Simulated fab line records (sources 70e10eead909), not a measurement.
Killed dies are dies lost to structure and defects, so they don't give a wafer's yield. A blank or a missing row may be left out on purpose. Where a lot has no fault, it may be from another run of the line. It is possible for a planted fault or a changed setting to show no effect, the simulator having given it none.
fab line records :: flow nand-harc
[record]
  lots = 6
  wafers = 18
  last-day = 33
route steps=1302 shown A_STAIRCASE@884 A_SGD_CUT@890 END@1302
lots that met no fault: taken from a fault-free run of the same line
start-h: hours from the record's first day to the start of the lot's first wafer shown :: wait-h: hours since the lot's step before :: " unchanged from the row above :: L1.1+2: one row covering several wafers at once :: - value missing, or start not given :: * or withheld: withheld :: < > ~ a bound
route shown NAME@n: a module of which the file shows steps, and the number in the route of the first :: usual: mean/standard deviation of fault-free wafers :: same: alike in all rows :: chamber/n: place in a boat :: sites: the reading at each site :: _std_site: their standard deviation :: _edge_site: mean of outer sites minus mean of inner sites :: radius-mm: how far each site lies from the wafer's centre :: mask NAME#n: copy n :: behind: tool/chamber where the wafer was last shaped :: hold: why the lot went on hold/how many hours it stayed there/how the hold came to an end :: device: the transistor (n, p or np) that didn't switch :: end of line: the same wafers' tests at the end of the route :: a step without rows: its recipe alone :: killed: the dies lost at the first sort to structure and to defects; this is not the yield of the wafer :: map: dies across one wafer; x = killed, . = not, _ = none there
set.NAME: setting as actually run; set.NAME@STEP: the setting as run at that earlier step :: model.NAME: the simulator's own value behind a step, which no gauge read
a table for each step, a row for each wafer; lots at some steps of the route
services: a tool's chamber out of use, with start hour (start-h, from the record's first day; less than 0 if before it), hours out, and reason
[[steps]]
[step NHARC_A_STAIRCASE_STRIP_475]
[recipe]
  time-s = 20
  o2-flow-sccm = 500
  ar-flow-sccm = 0
  bias-w = 0
  chemistry = O2
[usual]
  drypump-motor-current-A = 5.8/0.39
  oes-product-au = 1.000/0.009
  rf-vpp-V = 57.7/0.92
  showerhead-plenum-p-Torr = 3.49/0.16
  throttle-valve-pct = 17.036/0.0087
lot.wafer: L239.3
tool: rie-diel-05
chamber: 0
start-h: -
wait-h: -
drypump-motor-current-A: 5.9
oes-product-au: 1.003
rf-hours-counter-h: 17
rf-vpp-V: 58.1
showerhead-plenum-p-Torr: 3.32
throttle-valve-pct: 17.020

lot.wafer: L239.1
tool: rie-diel-05
chamber: 1
start-h: -
wait-h: -
drypump-motor-current-A: 6.0
oes-product-au: 0.993
rf-hours-counter-h: 17
rf-vpp-V: 57.5
showerhead-plenum-p-Torr: 3.34
throttle-valve-pct: 17.014

lot.wafer: L239.4
tool: rie-diel-05
chamber: 3
start-h: -
wait-h: -
drypump-motor-current-A: 5.9
oes-product-au: 0.987
rf-hours-counter-h: 16
rf-vpp-V: 57.0
showerhead-plenum-p-Torr: 3.61
throttle-valve-pct: 17.047

lot.wafer: L242.4
tool: rie-diel-05
chamber: 0
start-h: -
wait-h: -
drypump-motor-current-A: 5.8
oes-product-au: 0.990
rf-hours-counter-h: 19
rf-vpp-V: 57.7
showerhead-plenum-p-Torr: 3.32
throttle-valve-pct: 17.034

lot.wafer: L242.3
tool: rie-diel-05
chamber: 1
start-h: -
wait-h: -
drypump-motor-current-A: 6.0
oes-product-au: 0.994
rf-hours-counter-h: 19
rf-vpp-V: 57.5
showerhead-plenum-p-Torr: 3.34
throttle-valve-pct: 17.050

lot.wafer: L242.5
tool: rie-diel-05
chamber: 0
start-h: -
wait-h: -
drypump-motor-current-A: 5.8
oes-product-au: 0.997
rf-hours-counter-h: -
rf-vpp-V: 55.4
showerhead-plenum-p-Torr: 3.32
throttle-valve-pct: 17.042

lot.wafer: L246.2
tool: rie-diel-05
chamber: 0
start-h: -
wait-h: -
drypump-motor-current-A: 5.8
oes-product-au: 1.014
rf-hours-counter-h: 37
rf-vpp-V: 56.3
showerhead-plenum-p-Torr: 3.31
throttle-valve-pct: 17.034

lot.wafer: L246.4
tool: rie-diel-05
chamber: 1
start-h: -
wait-h: -
drypump-motor-current-A: 6.0
oes-product-au: 1.003
rf-hours-counter-h: 35
rf-vpp-V: 58.4
showerhead-plenum-p-Torr: 3.33
throttle-valve-pct: 17.034

lot.wafer: L246.1
tool: rie-diel-05
chamber: 2
start-h: -
wait-h: -
drypump-motor-current-A: 6.1
oes-product-au: 1.010
rf-hours-counter-h: 20
rf-vpp-V: 58.2
showerhead-plenum-p-Torr: 3.73
throttle-valve-pct: 17.041

lot.wafer: L245.4
tool: rie-diel-05
chamber: 1
start-h: -
wait-h: -
drypump-motor-current-A: 6.1
oes-product-au: 0.991
rf-hours-counter-h: 35
rf-vpp-V: 56.8
showerhead-plenum-p-Torr: 3.33
throttle-valve-pct: 17.042

lot.wafer: L245.2
tool: rie-diel-05
chamber: 3
start-h: -
wait-h: -
drypump-motor-current-A: 5.8
oes-product-au: 1.000
rf-hours-counter-h: 32
rf-vpp-V: 57.2
showerhead-plenum-p-Torr: 3.61
throttle-valve-pct: 17.036

lot.wafer: L245.5
tool: rie-diel-05
chamber: 0
start-h: -
wait-h: -
drypump-motor-current-A: 5.8
oes-product-au: 1.007
rf-hours-counter-h: -
rf-vpp-V: 57.8
showerhead-plenum-p-Torr: 3.31
throttle-valve-pct: 17.028

lot.wafer: L251.2
tool: rie-diel-09
chamber: 3
start-h: -
wait-h: -
drypump-motor-current-A: 4.9
oes-product-au: 0.986
rf-hours-counter-h: 28
rf-vpp-V: 59.6
showerhead-plenum-p-Torr: 3.60
throttle-valve-pct: 17.040

lot.wafer: L251.4
tool: rie-diel-09
chamber: 2
start-h: -
wait-h: -
drypump-motor-current-A: 6.0
oes-product-au: 0.991
rf-hours-counter-h: 27
rf-vpp-V: 58.3
showerhead-plenum-p-Torr: 3.47
throttle-valve-pct: 17.044

lot.wafer: L251.6
tool: rie-diel-09
chamber: 0
start-h: -
wait-h: -
drypump-motor-current-A: 6.3
oes-product-au: 0.998
rf-hours-counter-h: -
rf-vpp-V: 59.0
showerhead-plenum-p-Torr: 3.39
throttle-valve-pct: 17.034

lot.wafer: L258.2
tool: rie-diel-02
chamber: 2
start-h: -
wait-h: -
drypump-motor-current-A: 5.1
oes-product-au: 1.009
rf-hours-counter-h: 29
rf-vpp-V: 57.1
showerhead-plenum-p-Torr: 3.79
throttle-valve-pct: 17.040

lot.wafer: L258.1
tool: rie-diel-02
chamber: 1
start-h: -
wait-h: -
drypump-motor-current-A: 5.9
oes-product-au: 1.022
rf-hours-counter-h: 27
rf-vpp-V: 56.1
showerhead-plenum-p-Torr: 3.39
throttle-valve-pct: 17.055

lot.wafer: L258.6
tool: rie-diel-02
chamber: 3
start-h: -
wait-h: -
drypump-motor-current-A: 5.9
oes-product-au: 1.005
rf-hours-counter-h: -
rf-vpp-V: 58.9
showerhead-plenum-p-Torr: 3.73
throttle-valve-pct: 17.036
[step NHARC_A_STAIRCASE_DEP_471]
[recipe]
  target-thk-a = 1000
  temp-c = 400
  pressure-torr = 6.5
  rf-w = 900
  teos-flow-sccm = 161.4
  flow-sccm = 2650
  target-thk-nm = 100
  gas = O2
  material = SiO2
[usual]
  heater-power-w = 577/66
  throttle-valve-pct = 16.0/0.5
lot.wafer: L239.3
tool: pecvd-03
chamber: 2
start-h: 470.44
wait-h: -
heater-power-w: 607
throttle-valve-pct: 16.8

lot.wafer: L239.1
tool: pecvd-03
chamber: 0
start-h: 470.44
wait-h: -
heater-power-w: 646
throttle-valve-pct: 15.7

lot.wafer: L239.4
tool: pecvd-03
chamber: 1
start-h: 470.44
wait-h: -
heater-power-w: 604
throttle-valve-pct: 16.5

lot.wafer: L242.3
tool: pecvd-04
chamber: 2
start-h: 480.76
wait-h: -
heater-power-w: 466
throttle-valve-pct: 15.9

lot.wafer: L242.4
tool: pecvd-04
chamber: 2
start-h: 480.76
wait-h: -
heater-power-w: 469
throttle-valve-pct: 15.8

lot.wafer: L242.5
tool: pecvd-04
chamber: 0
start-h: 480.76
wait-h: -
heater-power-w: 686
throttle-valve-pct: 15.0

lot.wafer: L246.1
tool: pecvd-02
chamber: 1
start-h: 524.55
wait-h: -
heater-power-w: 601
throttle-valve-pct: 15.8

lot.wafer: L246.2
tool: pecvd-02
chamber: 2
start-h: 524.55
wait-h: -
heater-power-w: 513
throttle-valve-pct: 16.1

lot.wafer: L246.4
tool: pecvd-02
chamber: 2
start-h: 524.55
wait-h: -
heater-power-w: 526
throttle-valve-pct: 15.9

lot.wafer: L245.2
tool: pecvd-02
chamber: 0
start-h: 525.06
wait-h: -
heater-power-w: 500
throttle-valve-pct: 16.1

lot.wafer: L245.4
tool: pecvd-02
chamber: 0
start-h: 525.06
wait-h: -
heater-power-w: 495
throttle-valve-pct: 16.3

lot.wafer: L245.5
tool: pecvd-02
chamber: 1
start-h: 525.06
wait-h: -
heater-power-w: 593
throttle-valve-pct: 15.4

lot.wafer: L251.2
tool: pecvd-03
chamber: 2
start-h: 592.07
wait-h: -
heater-power-w: 586
throttle-valve-pct: 16.4

lot.wafer: L251.4
tool: pecvd-03
chamber: 1
start-h: 592.07
wait-h: -
heater-power-w: 650
throttle-valve-pct: 16.2

lot.wafer: L251.6
tool: pecvd-03
chamber: 2
start-h: 592.07
wait-h: -
heater-power-w: 598
throttle-valve-pct: 16.6

lot.wafer: L258.2
tool: pecvd-04
chamber: 1
start-h: 655.42
wait-h: -
heater-power-w: 520
throttle-valve-pct: 16.1

lot.wafer: L258.1
tool: pecvd-04
chamber: 2
start-h: 655.42
wait-h: -
heater-power-w: 542
throttle-valve-pct: 15.4

lot.wafer: L258.6
tool: pecvd-04
chamber: 0
start-h: 655.42
wait-h: -
heater-power-w: 675
throttle-valve-pct: 14.8
[step NHARC_A_STAIRCASE_CMP_472]
[recipe]
  material = SiO2
[usual]
  edge-zone-pressure-frac = 1.000/0.0052
  motor-current-A = 11.7/1.6
  slurry-flow-ml-min = 150.0/0.45
lot.wafer: L239.1
tool: cmp-04
chamber: 1
start-h: 470.74
wait-h: 0.2
edge-zone-pressure-frac: 0.995
motor-current-A: 10.0
slurry-flow-ml-min: 148.9

lot.wafer: L239.3
tool: cmp-04
chamber: 2
start-h: 470.74
wait-h: 0.2
edge-zone-pressure-frac: 0.994
motor-current-A: 9.9
slurry-flow-ml-min: 149.0

lot.wafer: L239.4
tool: cmp-04
chamber: 3
start-h: 470.74
wait-h: 0.2
edge-zone-pressure-frac: 0.996
motor-current-A: 14.7
slurry-flow-ml-min: 149.2

lot.wafer: L242.4
tool: cmp-02
chamber: 0
start-h: 481.00
wait-h: 0.1
edge-zone-pressure-frac: 0.997
motor-current-A: 10.7
slurry-flow-ml-min: 150.4

lot.wafer: L242.3
tool: cmp-02
chamber: 1
start-h: 481.00
wait-h: 0.1
edge-zone-pressure-frac: 1.000
motor-current-A: 10.3
slurry-flow-ml-min: 149.8

lot.wafer: L242.5
tool: cmp-02
chamber: 1
start-h: 481.00
wait-h: 0.1
edge-zone-pressure-frac: 1.005
motor-current-A: 10.2
slurry-flow-ml-min: 149.9

lot.wafer: L246.4
tool: cmp-02
chamber: 2
start-h: 524.82
wait-h: 0.1
edge-zone-pressure-frac: 0.999
motor-current-A: 11.9
slurry-flow-ml-min: 150.5

lot.wafer: L246.2
tool: cmp-02
chamber: 0
start-h: 524.82
wait-h: 0.1
edge-zone-pressure-frac: 1.008
motor-current-A: 11.4
slurry-flow-ml-min: 151.1

lot.wafer: L246.1
tool: cmp-02
chamber: 1
start-h: 524.82
wait-h: 0.1
edge-zone-pressure-frac: 0.996
motor-current-A: 9.9
slurry-flow-ml-min: 150.3

lot.wafer: L245.2
tool: cmp-02
chamber: 0
start-h: 525.33
wait-h: 0.2
edge-zone-pressure-frac: 0.998
motor-current-A: 10.8
slurry-flow-ml-min: 149.7

lot.wafer: L245.4
tool: cmp-02
chamber: 1
start-h: 525.33
wait-h: 0.2
edge-zone-pressure-frac: 1.001
motor-current-A: 10.2
slurry-flow-ml-min: 149.3

lot.wafer: L245.5
tool: cmp-02
chamber: 0
start-h: 525.33
wait-h: 0.2
edge-zone-pressure-frac: 1.002
motor-current-A: 10.9
slurry-flow-ml-min: 150.3

lot.wafer: L251.4
tool: cmp-02
chamber: 1
start-h: 592.32
wait-h: 0.2
edge-zone-pressure-frac: 0.993
motor-current-A: 9.4
slurry-flow-ml-min: 150.2

lot.wafer: L251.2
tool: cmp-02
chamber: 2
start-h: 592.32
wait-h: 0.2
edge-zone-pressure-frac: 1.003
motor-current-A: 11.5
slurry-flow-ml-min: 150.4

lot.wafer: L251.6
tool: cmp-02
chamber: 2
start-h: 592.32
wait-h: 0.2
edge-zone-pressure-frac: 0.997
motor-current-A: 11.5
slurry-flow-ml-min: 150.7

lot.wafer: L258.2
tool: cmp-04
chamber: 1
start-h: 655.67
wait-h: 0.2
edge-zone-pressure-frac: 1.007
motor-current-A: 10.1
slurry-flow-ml-min: 149.3

lot.wafer: L258.1
tool: cmp-04
chamber: 0
start-h: 655.67
wait-h: 0.2
edge-zone-pressure-frac: 1.002
motor-current-A: 12.1
slurry-flow-ml-min: 150.0

lot.wafer: L258.6
tool: cmp-04
chamber: 1
start-h: 655.67
wait-h: 0.2
edge-zone-pressure-frac: 1.005
motor-current-A: 10.4
slurry-flow-ml-min: 150.6
[step NHARC_A_STAIRCASE_SRD_474]
[step NHARC_A_STAIRCASE_INSPECT_155]
[usual]
  raw-defect-count = 442/150
lot.wafer: L239.1
tool: defect-inspect-02
chamber: -
start-h: 471.05
wait-h: 0.1
raw-defect-count: 598

lot.wafer: L239.3
tool: defect-inspect-02
chamber: -
start-h: 471.05
wait-h: 0.1
raw-defect-count: 604

lot.wafer: L239.4
tool: defect-inspect-02
chamber: -
start-h: 471.05
wait-h: 0.1
raw-defect-count: 1041

lot.wafer: L242.3
tool: defect-inspect-01
chamber: -
start-h: 481.37
wait-h: 0.1
raw-defect-count: 534

lot.wafer: L242.4
tool: defect-inspect-01
chamber: -
start-h: 481.37
wait-h: 0.1
raw-defect-count: 413

lot.wafer: L242.5
tool: defect-inspect-01
chamber: -
start-h: 481.37
wait-h: 0.1
raw-defect-count: 586

lot.wafer: L246.1
tool: defect-inspect-01
chamber: -
start-h: 525.17
wait-h: 0.1
raw-defect-count: 455

lot.wafer: L246.2
tool: defect-inspect-01
chamber: -
start-h: 525.17
wait-h: 0.1
raw-defect-count: 620

lot.wafer: L246.4
tool: defect-inspect-01
chamber: -
start-h: 525.17
wait-h: 0.1
raw-defect-count: 572

lot.wafer: L245.2
tool: defect-inspect-02
chamber: -
start-h: 525.65
wait-h: 0.1
raw-defect-count: 374

lot.wafer: L245.4
tool: defect-inspect-02
chamber: -
start-h: 525.65
wait-h: 0.1
raw-defect-count: 391

lot.wafer: L245.5
tool: defect-inspect-02
chamber: -
start-h: 525.65
wait-h: 0.1
raw-defect-count: 311

lot.wafer: L251.2
tool: defect-inspect-01
chamber: -
start-h: 592.67
wait-h: 0.1
raw-defect-count: 304

lot.wafer: L251.4
tool: defect-inspect-01
chamber: -
start-h: 592.67
wait-h: 0.1
raw-defect-count: 300

lot.wafer: L251.6
tool: defect-inspect-01
chamber: -
start-h: 592.67
wait-h: 0.1
raw-defect-count: 416

lot.wafer: L258.1
tool: defect-inspect-02
chamber: -
start-h: 656.02
wait-h: 0.1
raw-defect-count: 427

lot.wafer: L258.2
tool: defect-inspect-02
chamber: -
start-h: 656.02
wait-h: 0.1
raw-defect-count: 410

lot.wafer: L258.6
tool: defect-inspect-02
chamber: -
start-h: 656.02
wait-h: 0.1
raw-defect-count: 345
[step NHARC_A_SGD_CUT_DEP_00]
[recipe]
  target-thk-a = 500
  temp-c = 400
  target-thk-nm = 50
  flow-sccm = 200
  rf-w = 450
  material = SiNx
[usual]
  heater-power-w = 737/83
lot.wafer: L239.3
tool: pecvd-01
chamber: 0
start-h: 471.15
wait-h: 0.1
heater-power-w: 797

lot.wafer: L239.1
tool: pecvd-01
chamber: 1
start-h: 471.15
wait-h: 0.1
heater-power-w: 608

lot.wafer: L239.4
tool: pecvd-01
chamber: 1
start-h: 471.15
wait-h: 0.1
heater-power-w: 618

lot.wafer: L242.3
tool: pecvd-01
chamber: 0
start-h: 481.47
wait-h: 0.1
heater-power-w: 809

lot.wafer: L242.5
tool: pecvd-01
chamber: 0
start-h: 481.47
wait-h: 0.1
heater-power-w: 825

lot.wafer: L242.4
tool: pecvd-01
chamber: 1
start-h: 481.47
wait-h: 0.1
heater-power-w: 679

lot.wafer: L246.1
tool: pecvd-04
chamber: 1
start-h: 525.27
wait-h: 0.1
heater-power-w: 709

lot.wafer: L246.2
tool: pecvd-04
chamber: 2
start-h: 525.27
wait-h: 0.1
heater-power-w: 684

lot.wafer: L246.4
tool: pecvd-04
chamber: 2
start-h: 525.27
wait-h: 0.1
heater-power-w: 654

lot.wafer: L245.2
tool: pecvd-03
chamber: 1
start-h: 525.71
wait-h: 0.1
heater-power-w: 655

lot.wafer: L245.5
tool: pecvd-03
chamber: 1
start-h: 525.71
wait-h: 0.1
heater-power-w: 682

lot.wafer: L245.4
tool: pecvd-03
chamber: 2
start-h: 525.71
wait-h: 0.1
heater-power-w: 818

lot.wafer: L251.2
tool: pecvd-03
chamber: 2
start-h: 592.76
wait-h: 0.1
heater-power-w: 813

lot.wafer: L251.4
tool: pecvd-03
chamber: 2
start-h: 592.76
wait-h: 0.1
heater-power-w: 823

lot.wafer: L251.6
tool: pecvd-03
chamber: 0
start-h: 592.76
wait-h: 0.1
heater-power-w: 784

lot.wafer: L258.2
tool: pecvd-01
chamber: 2
start-h: 656.08
wait-h: 0.1
heater-power-w: 627

lot.wafer: L258.1
tool: pecvd-01
chamber: 0
start-h: 656.08
wait-h: 0.1
heater-power-w: 906

lot.wafer: L258.6
tool: pecvd-01
chamber: 2
start-h: 656.08
wait-h: 0.1
heater-power-w: 635
[step NHARC_A_SGD_CUT_DEHYDRATE_01]
[recipe]
  temp-c = 150
  time-s = 120
[step NHARC_A_SGD_CUT_HMDS_02]
[recipe]
  time-s = 30
[step NHARC_A_SGD_CUT_COAT_56]
[recipe]
  temp-c = 260
  time-s = 75
[step NHARC_A_SGD_CUT_COAT_57]
[recipe]
  temp-c = 225
  time-s = 65
[step NHARC_A_SGD_CUT_COAT_03]
[recipe]
  spin-rpm = 1500
  resist-thk-nm = 90
[step NHARC_A_SGD_CUT_SOFTBAKE_04]
[recipe]
  temp-c = 105
  time-s = 55
[usual]
  heater-power-total-W = 188.43/0.12
lot.wafer: L239.1
tool: litho-track-04
chamber: 0
start-h: 471
wait-h: -
heater-power-total-W: 188.34

lot.wafer: L239.3
tool: litho-track-04
chamber: 0
start-h: 471
wait-h: -
heater-power-total-W: 188.26

lot.wafer: L239.4
tool: litho-track-04
chamber: 0
start-h: 471
wait-h: -
heater-power-total-W: 188.39

lot.wafer: L242.3
tool: litho-track-06
chamber: 0
start-h: 481
wait-h: -
heater-power-total-W: 188.50

lot.wafer: L242.4
tool: litho-track-06
chamber: 0
start-h: 481
wait-h: -
heater-power-total-W: 188.30

lot.wafer: L242.5
tool: litho-track-06
chamber: 0
start-h: 481
wait-h: -
heater-power-total-W: 188.33

lot.wafer: L246.1
tool: litho-track-06
chamber: 0
start-h: 525
wait-h: -
heater-power-total-W: 380.71

lot.wafer: L246.2
tool: litho-track-06
chamber: 0
start-h: 525
wait-h: -
heater-power-total-W: 380.29

lot.wafer: L246.4
tool: litho-track-06
chamber: 0
start-h: 525
wait-h: -
heater-power-total-W: 380.27

lot.wafer: L245.2
tool: litho-track-06
chamber: 0
start-h: 525
wait-h: -
heater-power-total-W: 380.22

lot.wafer: L245.4
tool: litho-track-06
chamber: 0
start-h: 525
wait-h: -
heater-power-total-W: 380.27

lot.wafer: L245.5
tool: litho-track-06
chamber: 0
start-h: 525
wait-h: -
heater-power-total-W: 380.00

lot.wafer: L251.2
tool: litho-track-01
chamber: 0
start-h: 593
wait-h: -
heater-power-total-W: 188.62

lot.wafer: L251.4
tool: litho-track-01
chamber: 0
start-h: 593
wait-h: -
heater-power-total-W: 188.33

lot.wafer: L251.6
tool: litho-track-01
chamber: 0
start-h: 593
wait-h: -
heater-power-total-W: 188.28

lot.wafer: L258.1
tool: litho-track-04
chamber: 0
start-h: 656
wait-h: -
heater-power-total-W: 188.40

lot.wafer: L258.2
tool: litho-track-04
chamber: 0
start-h: 656
wait-h: -
heater-power-total-W: 188.32

lot.wafer: L258.6
tool: litho-track-04
chamber: 0
start-h: 656
wait-h: -
heater-power-total-W: 188.48
[step NHARC_A_SGD_CUT_EBR_05]
[step NHARC_END_SORT_01]
[recipe]
  temp-c = 25
[usual]
  killed-at-array = 54/18
  killed-at-other = 0.7/0.87
  killed-at-periphery = 3.7/2.5
  killed-dies = 59/19
  killed-open = 3.3/2
  killed-short = 2.6/1.6
[same]
  gross-dies = 677
lot.wafer: L239.1
tool: prober-01
chamber: 0
start-h: 631.94
wait-h: 2.5
killed-at-array: 63
killed-at-other: 0
killed-at-periphery: 2
killed-dies: 65
killed-open: 3
killed-short: 1

lot.wafer: L239.3
tool: prober-01
chamber: 0
start-h: 633.53
wait-h: 3.1
killed-at-array: 71
killed-at-other: 0
killed-at-periphery: 1
killed-dies: 72
killed-open: 3
killed-short: 1

lot.wafer: L239.4
tool: prober-01
chamber: 0
start-h: 634.32
wait-h: 3.4
killed-at-array: 54
killed-at-other: 1
killed-at-periphery: 1
killed-dies: 56
killed-open: 6
killed-short: 5

lot.wafer: L242.3
tool: prober-02
chamber: 0
start-h: 639.05
wait-h: 3.1
killed-at-array: 73
killed-at-other: 0
killed-at-periphery: 6
killed-dies: 79
killed-open: 3
killed-short: 1

lot.wafer: L242.4
tool: prober-02
chamber: 0
start-h: 639.85
wait-h: 3.4
killed-at-array: 54
killed-at-other: 0
killed-at-periphery: 12
killed-dies: 66
killed-open: 2
killed-short: 2

lot.wafer: L242.5
tool: prober-02
chamber: 0
start-h: 640.65
wait-h: 3.7
killed-at-array: 60
killed-at-other: 0
killed-at-periphery: 11
killed-dies: 71
killed-open: 3
killed-short: 4
// killed by level:class
L239.1 A_CHANNEL_HOLE_D1:chamber-film-flake=30 A_CHANNEL_HOLE_D2:chamber-film-flake=25 A_CHANNEL_FILL_D2:chamber-film-flake=2 A_STAIRCASE:chamber-film-flake=2 P_M0:geometric-particle:open=1 A_ONON_D2:geometric-particle:short=1 A_CHANNEL_FILL_D2:geometric-particle:open=1 A_BLC:geometric-particle:open=1
L239.3 A_CHANNEL_HOLE_D1:chamber-film-flake=34 A_CHANNEL_HOLE_D2:chamber-film-flake=24 A_CONTACT:chamber-film-flake=6 A_STAIRCASE:chamber-film-flake=2 A_ONON_D2:geometric-particle:short=1 A_CHANNEL_FILL_D2:geometric-particle:open=1 A_SGD_CUT:geometric-particle:open=1 A_WL_FILL:geometric-particle:open=1
L239.4 A_CHANNEL_HOLE_D1:chamber-film-flake=22 A_CHANNEL_HOLE_D2:chamber-film-flake=14 A_CONTACT:chamber-film-flake=4 A_DECK1_JOINT:geometric-particle:short=2 A_M1:geometric-particle:open=2 P_M0:geometric-particle:open=1 A_ONON_D1:geometric-particle:open=1 A_ONON_D1:geometric-particle:short=1
L242.3 A_CHANNEL_HOLE_D1:chamber-film-flake=35 A_SLIT:chamber-film-flake=22 A_CHANNEL_HOLE_D2:chamber-film-flake=8 A_CONTACT:chamber-film-flake=3 P_CONTACT:chamber-film-flake=2 A_STAIRCASE:chamber-film-flake=2 P_M0:geometric-particle:open=1 A_CHANNEL_HOLE_D2:geometric-particle:short=1
L242.4 A_CHANNEL_HOLE_D1:chamber-film-flake=24 A_SLIT:chamber-film-flake=21 P_CONTACT:chamber-film-flake=10 A_CHANNEL_HOLE_D2:chamber-film-flake=5 P_CONTACT:geometric-particle:short=1 A_ONON_D1:geometric-particle:short=1 A_DECK1_JOINT:geometric-particle:open=1 A_BLC:geometric-particle:open=1
L242.5 A_CHANNEL_HOLE_D1:chamber-film-flake=21 A_SLIT:chamber-film-flake=20 P_CONTACT:chamber-film-flake=6 A_CHANNEL_HOLE_D2:chamber-film-flake=6 A_CONTACT:chamber-film-flake=5 A_ONON_D2:geometric-particle:short=2 P_ZERO_WELL:chamber-film-flake=2 A_STAIRCASE:chamber-film-flake=2
[[services]]
tool: pecvd-04
chamber: -
start-h: 450.08
hours: 13.0
kind: pm

tool: cmp-04
chamber: -
start-h: 459.25
hours: 0.9
kind: repair

tool: pecvd-03
chamber: -
start-h: 463.99
hours: 0.5
kind: repair

tool: pecvd-02
chamber: -
start-h: 474.54
hours: 1.3
kind: repair

tool: pecvd-01
chamber: 1
start-h: 477.81
hours: 2.2
kind: repair

tool: cmp-02
chamber: -
start-h: 477.94
hours: 1.7
kind: repair

tool: pecvd-01
chamber: -
start-h: 492.00
hours: 13.0
kind: pm

tool: pecvd-02
chamber: 1
start-h: 506.19
hours: 2.2
kind: repair

tool: cmp-04
chamber: -
start-h: 525.19
hours: 1.6
kind: repair

tool: cmp-02
chamber: -
start-h: 526.50
hours: 4.0
kind: pm

tool: pecvd-01
chamber: -
start-h: 527.35
hours: 1.5
kind: repair

tool: litho-track-06
chamber: -
start-h: 529.00
hours: 7.0
kind: pm

tool: cmp-02
chamber: -
start-h: 538.99
hours: 0.4
kind: repair

tool: cmp-04
chamber: -
start-h: 539.43
hours: 4.0
kind: pm

tool: pecvd-03
chamber: -
start-h: 547.00
hours: 13.0
kind: pm

tool: litho-track-04
chamber: -
start-h: 553.00
hours: 7.0
kind: pm

tool: pecvd-04
chamber: 0
start-h: 554.86
hours: 5.8
kind: repair

tool: pecvd-01
chamber: -
start-h: 572.57
hours: 1.1
kind: repair

tool: pecvd-04
chamber: -
start-h: 573.26
hours: 0.7
kind: repair

tool: rie-diel-05
chamber: -
start-h: 583.76
hours: 9.0
kind: pm

tool: rie-diel-05
chamber: 0
start-h: 618.01
hours: 5.8
kind: repair

tool: cmp-02
chamber: -
start-h: 624.50
hours: 4.0
kind: pm

tool: pecvd-04
chamber: -
start-h: 631.08
hours: 13.0
kind: pm

tool: cmp-02
chamber: -
start-h: 642.61
hours: 0.6
kind: repair
[[key]]
[first-sign]
  step = NHARC_A_SGD_CUT_SOFTBAKE_04
  reading = heater-power-total-W
  direction = up
  sigmas = 99+
  usual = *
  struck = *
effect none on later readings
met-at NHARC_A_SGD_CUT_SOFTBAKE_04
struck-wafers L245.2,L245.4,L245.5,L246.1,L246.2,L246.4
tester-left-out L245,L246
onset-between 481 525
[fault]
  kind = process-parameter-drift
  tool = litho-track-06
  chamber = -
  onset-h = 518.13
  steps = NHARC_A_SGD_CUT_SOFTBAKE_04
  channel = time-s
  offset = *
  shape = step
  end-h = 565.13
  acts-in = *
  stated = *
// tester-left-out: of these lots the tester's yield and bins aren't shown, on N5 and GAA mostly nor the transistor test; their killed dies are dies lost to structure and defects alone, not to doping, threshold or leakage, so they don't give the yield
